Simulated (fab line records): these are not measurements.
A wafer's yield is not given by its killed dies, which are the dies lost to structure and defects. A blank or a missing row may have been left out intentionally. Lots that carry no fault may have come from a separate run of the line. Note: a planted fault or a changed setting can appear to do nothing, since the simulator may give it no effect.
3 desks looking at one fault -- flow n5-finfet -- every desk sees just its own numbers, and what lay behind them comes last

THE DEFECT DESK
Inspection counts along the route, by lot: the mean over sampled wafers that carry a number. The brackets show how far a lot's mean lies from the usual mean; more than 4 standard deviations puts the lot out of limits, marked OUT.
Columns: A = raw-defect-count at N5_BEOL_M15_INSPECT_55, usual 78
lot,first seen here,A
L424,day 12 17:35,60
L436,day 14 21:59,83
L434,day 15 11:29,53
L439,day 16 08:56,84
L443,day 16 15:04,100
L442,day 17 02:47,55
This desk's verdict: no lot among the 6 shows anything out of limits.

METROLOGY DESK
Lot by lot, what the gauges showed, no matter which tool ran the lot: averages of those sampled wafers that carry a number. The brackets show how far a lot's mean lies from the usual mean; more than 4 standard deviations puts the lot out of limits, marked OUT. Shown here are 7 of its 24 readings, the ones lying furthest out on some lot.
Columns: A = COMB_M10 at N5_BEOL_M15_RC_MEAS_101, usual 1.39e-11 S/m; B = COMB_M15 at N5_BEOL_M15_RC_MEAS_101, usual 2.8e-12 S/m; C = COMB_M5 at N5_BEOL_M15_RC_MEAS_101, usual 3.7e-11 S/m; D = COMB_M6 at N5_BEOL_M15_RC_MEAS_101, usual 2.6e-11 S/m; E = COMB_M9 at N5_BEOL_M15_RC_MEAS_101, usual 1.5e-11 S/m; F = SERP_M12 at N5_BEOL_M15_RC_MEAS_101, usual 0.638 ohm/um; G = SERP_M5 at N5_BEOL_M15_RC_MEAS_101, usual 38.5 ohm/um
lot,first seen here,A,B,C,D,E,F,G
L424,day 12 17:25,1.81e-11,4.3e-12,3.0e-11,3.3e-11,2.2e-11,0.619,37.6
L436,day 14 21:50,1.33e-11,3.4e-12,4.7e-11,3.4e-11,1.3e-11,0.639,37.6
L434,day 15 11:19,1.65e-11,3.6e-12,3.9e-11,2.8e-11,1.0e-11,0.663,38.1
L439,day 16 08:46,1.21e-11,1.9e-12,2.9e-11,2.6e-11,1.4e-11,0.649,41.9
L443,day 16 14:55,1.49e-11,2.1e-12,4.0e-11,3.3e-11,1.2e-11,0.628,37.2
L442,day 17 02:38,1.47e-11,3.2e-12,3.8e-11,2.6e-11,1.4e-11,0.638,39.7
This desk's verdict: no lot among the 6 shows anything out of limits.

THE TOOL OWNER'S DESK: pvd-sputter-02
The tool's own readings at N5_MIM_BOT_SPUTTER_00 (material TiN, target thk 35 nm, time 89.7 s): means of the sampled wafers that have a number, for each lot that ran on this tool. The brackets show how far a lot's mean lies from the usual mean; more than 4 standard deviations puts the lot out of limits, marked OUT.
Columns: A = chamber-pressure-pa at N5_MIM_BOT_SPUTTER_00, usual 0.5000 Pa; B = susceptor-temp-C at N5_MIM_BOT_SPUTTER_00, usual 199.99 C; C = throttle-valve-pct at N5_MIM_BOT_SPUTTER_00, usual 30.6 %
lot,first seen here,A,B,C
L424,day 12 19:29,0.5004,199.88,30.9
L439,day 16 10:29,0.5442 (+46) OUT,200.00,28.6
L442,day 17 04:55,0.5433 (+46) OUT,199.93,28.8
This desk's finding: out of limits on L439, L442; first on L439, day 16 10:29 (chamber-pressure-pa at N5_MIM_BOT_SPUTTER_00). L424 stayed within limits.

ALL TOGETHER
An alarm could have come from the tool owner's desk at day 16 10:29, on L439, L442.
Nothing the defect desk looked at was out of limits.
Metrology desk: nothing out of limits seen.
The defect desk has L439, L442 on record, within its limits.
The metrology desk holds a record of L439, L442, inside its limits.
N5_MIM_BOT_SPUTTER_00 was run on pvd-sputter-02 by each of the lots named.

WHAT THE SIMULATOR HAD PUT IN
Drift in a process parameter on pvd-sputter-02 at N5_MIM_BOT_SPUTTER_00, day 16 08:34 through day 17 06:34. A move of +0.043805 in setting chamber-pressure-pa, from 0.49996. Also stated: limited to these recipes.
Struck lots among those shown: L439, L442.
How many hours passed from the start of the fault until each desk's first out-of-limits reading: the tool owner's desk, 2.
